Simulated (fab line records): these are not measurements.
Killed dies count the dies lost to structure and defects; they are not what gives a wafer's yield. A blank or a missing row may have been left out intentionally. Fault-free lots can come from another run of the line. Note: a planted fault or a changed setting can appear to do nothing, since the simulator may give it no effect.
Which tool is to blame? + flow n5_finfet + 32 wafers from 11 lots sampled at 4 of the route's 1938 steps

== WHAT EACH GAUGE READ, for each wafer ==
N5_BEOL_M8_THK_MEAS_01.
| lot  | measured     | on            | M8_ILD_THK (nm)   |
|------|--------------|---------------|-------------------|
| L584 | day 9 21:58  | film_metro-01 | 154.1 156.8 158.3 |
| L586 | day 9 23:19  | film_metro-02 | 153.4 156.7 159.5 |
| L587 | day 10 02:49 | film_metro-01 | 178.7 180.0 182.1 |
| L585 | day 10 04:36 | film_metro-02 | 179.2 181.5 182.5 |
| L597 | day 13 02:00 | film_metro-02 | 153.7 155.4 156.6 |
| L598 | day 13 06:54 | film_metro-02 | 152.6 155.7 157.8 |
| L599 | day 13 13:46 | film_metro-01 | 158.0 159.5 158.1 |
| L601 | day 13 14:23 | film_metro-02 | 154.5 158.0       |
| L604 | day 14 23:44 | film_metro-02 | 156.8 157.3 156.4 |
| L603 | day 15 01:13 | film_metro-02 | 152.9 155.0 155.5 |
| L605 | day 15 05:31 | film_metro-01 | 157.0 158.6 162.5 |

== WHICH TOOL RAN EACH LOT (tool, then ch and the chambers of the sampled wafers, then the start) ==
| lot  | N5_BEOL_M7_PRE_CLEAN_45      | N5_BEOL_M7_DEP_56               | N5_BEOL_M8_CURE_74            |
|------|------------------------------|---------------------------------|-------------------------------|
| L584 | pvd_sputter-03, day 9 18:11  | pecvd-03 ch 1,2, day 9 20:52    | uv_cure-01 ch 2, day 9 21:32  |
| L586 | pvd_sputter-01, day 9 20:37  | pecvd-01 ch 0,1,2, day 9 22:13  | uv_cure-03 ch 0, day 9 22:49  |
| L587 | pvd_sputter-01, day 10 00:41 | pecvd-02 ch 0,1,2, day 10 02:07 | uv_cure-01 ch 2, day 10 02:18 |
| L585 | pvd_sputter-02, day 10 00:47 | pecvd-03 ch 0,1,2, day 10 03:52 | uv_cure-03 ch 0, day 10 04:14 |
| L597 | pvd_sputter-01, day 12 23:44 | pecvd-01 ch 0,1,2, day 13 01:15 | uv_cure-02 ch 0, day 13 01:29 |
| L598 | pvd_sputter-01, day 13 04:14 | pecvd-01 ch 1,2, day 13 06:11   | uv_cure-01 ch 0, day 13 06:23 |
| L599 | pvd_sputter-02, day 13 11:19 | pecvd-03 ch 0,2, day 13 13:02   | uv_cure-01 ch 2, day 13 13:14 |
| L601 | pvd_sputter-02, day 13 11:48 | pecvd-03 ch 0,2, day 13 13:40   | uv_cure-03 ch 2, day 13 13:57 |
| L604 | pvd_sputter-03, day 14 20:56 | pecvd-02 ch 0,1, day 14 22:53   | uv_cure-01 ch 2, day 14 23:23 |
| L603 | pvd_sputter-02, day 14 21:28 | pecvd-01 ch 0,1,2, day 15 00:31 | uv_cure-03 ch 1, day 15 00:47 |
| L605 | pvd_sputter-02, day 15 01:34 | pecvd-01 ch 1,2, day 15 04:48   | uv_cure-01 ch 2, day 15 05:09 |
- N5_BEOL_M7_PRE_CLEAN_45: time 30 s.
- N5_BEOL_M7_DEP_56: deposits SiCN from 3MS/NH3, target thk 10 nm, time 17.5 s.
- N5_BEOL_M8_CURE_74: cures SiCOH lowk, time 240 s.

== WHAT THE TOOLS THEMSELVES READ (means of the sampled wafers that have a number; where no wafer has one, the mark that the record gives instead) ==
N5_BEOL_M7_PRE_CLEAN_45.
| lot  | tool           | heater_power_w (W) |
|------|----------------|--------------------|
| L584 | pvd_sputter-03 | 284                |
| L586 | pvd_sputter-01 | 354                |
| L587 | pvd_sputter-01 | 352                |
| L585 | pvd_sputter-02 | 297                |
| L597 | pvd_sputter-01 | 351                |
| L598 | pvd_sputter-01 | 345                |
| L599 | pvd_sputter-02 | 336                |
| L601 | pvd_sputter-02 | 324                |
| L604 | pvd_sputter-03 | 287                |
| L603 | pvd_sputter-02 | 328                |
| L605 | pvd_sputter-02 | 329                |

N5_BEOL_M7_DEP_56.
| lot  | tool     | showerhead_plenum_p_Torr (Torr) | throttle_valve_pct (%) |
|------|----------|---------------------------------|------------------------|
| L584 | pecvd-03 | 3.663                           | 8.7                    |
| L586 | pecvd-01 | 3.665                           | 9.2                    |
| L587 | pecvd-02 | 3.663                           | 9.0                    |
| L585 | pecvd-03 | 3.655                           | 9.0                    |
| L597 | pecvd-01 | 3.661                           | 9.0                    |
| L598 | pecvd-01 | 3.652                           | 9.0                    |
| L599 | pecvd-03 | 3.657                           | 8.9                    |
| L601 | pecvd-03 | 3.657                           | 9.1                    |
| L604 | pecvd-02 | 3.664                           | 9.5                    |
| L603 | pecvd-01 | 3.658                           | 9.2                    |
| L605 | pecvd-01 | 3.649                           | 8.9                    |

N5_BEOL_M8_CURE_74.
| lot  | tool       | lamp_power_pct (%) | run_length_s (s) | wafer_temp_C_max |
|------|------------|--------------------|------------------|------------------|
| L584 | uv_cure-01 | 52.35              | 285.4            | 385.8            |
| L586 | uv_cure-03 | 52.31              | 284.8            | 386.9            |
| L587 | uv_cure-01 | -                  | -                | -                |
| L585 | uv_cure-03 | -                  | -                | -                |
| L597 | uv_cure-02 | 52.30              | 286.5            | 387.2            |
| L598 | uv_cure-01 | 52.30              | 285.8            | 386.7            |
| L599 | uv_cure-01 | 52.26              | 285.1            | 386.2            |
| L601 | uv_cure-03 | 52.32              | 285.5            | 387.1            |
| L604 | uv_cure-01 | 52.28              | 285.0            | 386.5            |
| L603 | uv_cure-03 | 52.28              | 285.8            | 387.3            |
| L605 | uv_cure-01 | 52.29              | 285.6            | 386.2            |

== THE ANSWER, worked out from the rows above alone ==
Rule: what is usual is taken from the lots themselves. Put in order of their means at a reading, lots are off if they are a third of the lots or fewer, leave a main group of 4 or more, and stand apart from it by a gap of 3 or more times the standard deviation of the main group's means; of several such gaps the widest counts. Not used: any main group whose means are identical at the precision the tables above print for the reading. Also off: a lot with no number at a reading for which 4 or more lots have one. Where the step has rows for the other lots, those lots are counted as sound. The gauges are gone through in route order, then the tools' own readings, and for those a lot's mean is taken as printed above. The first step at which some lot is off is used, and at that step the reading that is off furthest; a lot without a number counts as furthest.
Off: at N5_BEOL_M8_THK_MEAS_01 (M8_ILD_THK), L587, L585. The main group: mean 156.6 nm, standard deviation 1.5.
If a tool, at a process step before that reading, ran all the lots that are off and no sound lot after the first of them, it fits. The gauges at N5_BEOL_M8_THK_MEAS_01 aren't tried: what is off there is off at N5_BEOL_M8_CURE_74 too, on other tools, and a gauge's error can't cause that. Not one of the candidates tried fits.

== WHAT THE SIMULATOR HAD INSERTED ==
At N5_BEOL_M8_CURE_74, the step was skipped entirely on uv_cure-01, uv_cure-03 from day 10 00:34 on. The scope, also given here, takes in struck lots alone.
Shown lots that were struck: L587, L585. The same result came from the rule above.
